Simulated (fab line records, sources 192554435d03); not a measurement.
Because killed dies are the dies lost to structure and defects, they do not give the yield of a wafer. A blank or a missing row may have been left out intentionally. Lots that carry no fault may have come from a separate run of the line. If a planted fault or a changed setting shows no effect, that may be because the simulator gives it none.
Chamber matching | flow n5_finfet | N5_BEOL_M0_DEP_125 on pecvd-03 has 3 sister chambers
The step deposits SiCN from 3MS/NH3, target thk 8 nm, time 14 s. 3 wafers are shown with their chamber, then 12 later ones without.

## WAFERS PAIRED WITH THEIR CHAMBERS
wafer  | chamber | throttle_valve_pct (%)
L088.5 | 2       | 8.4
L089.5 | 0       | 9.0
L089.6 | 1       | 9.6

## WAFERS MISSING THEIR CHAMBER
wafer  | throttle_valve_pct (%)
L092.1 | 9.1
L092.4 | 9.0
L092.6 | 8.0
L093.1 | 8.1
L093.5 | 8.3
L093.6 | 9.7
L096.2 | 8.0
L096.3 | 8.4
L096.4 | 9.4
L097.1 | 8.3
L097.2 | 9.1
L097.4 | 8.7

## THE CHAMBER EACH PASSED THROUGH
wafer  | from the rows above     | in truth
L092.1 | can't be placed: 0 or 1 | 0
L092.4 | 0                       | 0
L092.6 | 2                       | 2
L093.1 | 2                       | 2
L093.5 | 2                       | 2
L093.6 | 1                       | 1
L096.2 | 2                       | 2
L096.3 | 2                       | 2
L096.4 | can't be placed: 1 or 0 | 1
L097.1 | 2                       | 2
L097.2 | can't be placed: 0 or 1 | 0
L097.4 | can't be placed: 2 or 0 | 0
8 of 12 placed correctly. Can't be placed from these rows: 4 (the true chamber is among the candidates in 4). Number placed wrongly: 0.
How it was worked out, from the rows above alone: a wafer's distance from a chamber is the root of the sum, over the readings, of the square of ((its reading less the chamber's mean) divided by the reading's scatter). If the next closest chamber is less than 2 further off than the closest, the wafer can't be placed; otherwise it belongs to the closest. For every chamber, the mean is computed from those of its wafers that are shown. The scatter (one wafer shown for each chamber): square how far every hidden wafer sits from the nearest shown wafer, average those squares and take the square root.
